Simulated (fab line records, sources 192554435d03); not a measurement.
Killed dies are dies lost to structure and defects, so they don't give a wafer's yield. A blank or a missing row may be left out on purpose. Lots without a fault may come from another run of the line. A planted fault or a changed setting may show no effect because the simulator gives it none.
Chamber matching | flow n5_finfet | N5_FIN_SAQP_HM_DEP_72 on pecvd-01: 3 sister chambers
The step deposits SiO2 from SiH4/N2O, target thk 12 nm, time 7.2 s. 6 wafers are shown with their chamber, then 7 later ones without.

WAFERS WITH THEIR CHAMBER
wafer  | chamber | showerhead_plenum_p_Torr (Torr) | chamber_pressure_Torr (Torr)
L085.5 | 2       | 8.26                            | 0.7495
L086.1 | 0       | 8.51                            | 0.7502
L086.3 | 1       | 8.13                            | 0.7544
L086.4 | 1       | 8.16                            | 0.7530
L089.4 | 2       | 8.25                            | 0.7485
L089.5 | 0       | 8.51                            | 0.7514

WAFERS WITHOUT THEIR CHAMBER
wafer  | showerhead_plenum_p_Torr (Torr) | chamber_pressure_Torr (Torr)
L089.6 | 8.16                            | 0.7471
L095.1 | 8.17                            | 0.7471
L095.5 | 8.23                            | 0.7490
L095.6 | 8.16                            | 0.7507
L096.1 | 8.15                            | 0.7522
L096.2 | 8.23                            | 0.7506
L096.6 | 8.24                            | 0.7530

WHICH CHAMBER EACH WENT THROUGH
wafer  | from the rows above     | in truth
L089.6 | can't be placed: 2 or 1 | 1
L095.1 | can't be placed: 2 or 1 | 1
L095.5 | 2                       | 2
L095.6 | 1                       | 1
L096.1 | 1                       | 1
L096.2 | 2                       | 2
L096.6 | 2                       | 2
Placed correctly: 5 of 7. Can't be placed from these rows: 2 (the true chamber is among the candidates in 2). Placed wrongly: 0.
How it was worked out, from the rows above alone: a wafer's distance from a chamber is the root of the sum, over the readings, of the square of ((its reading less the chamber's mean) divided by the reading's scatter). The wafer belongs to the nearest chamber; if the next one is less than 2 further off, it can't be placed. A chamber's mean is the mean of its shown wafers. The scatter: the root of (the sum of the squares of (reading less its chamber's mean) over the shown wafers, divided by (wafers less chambers)).
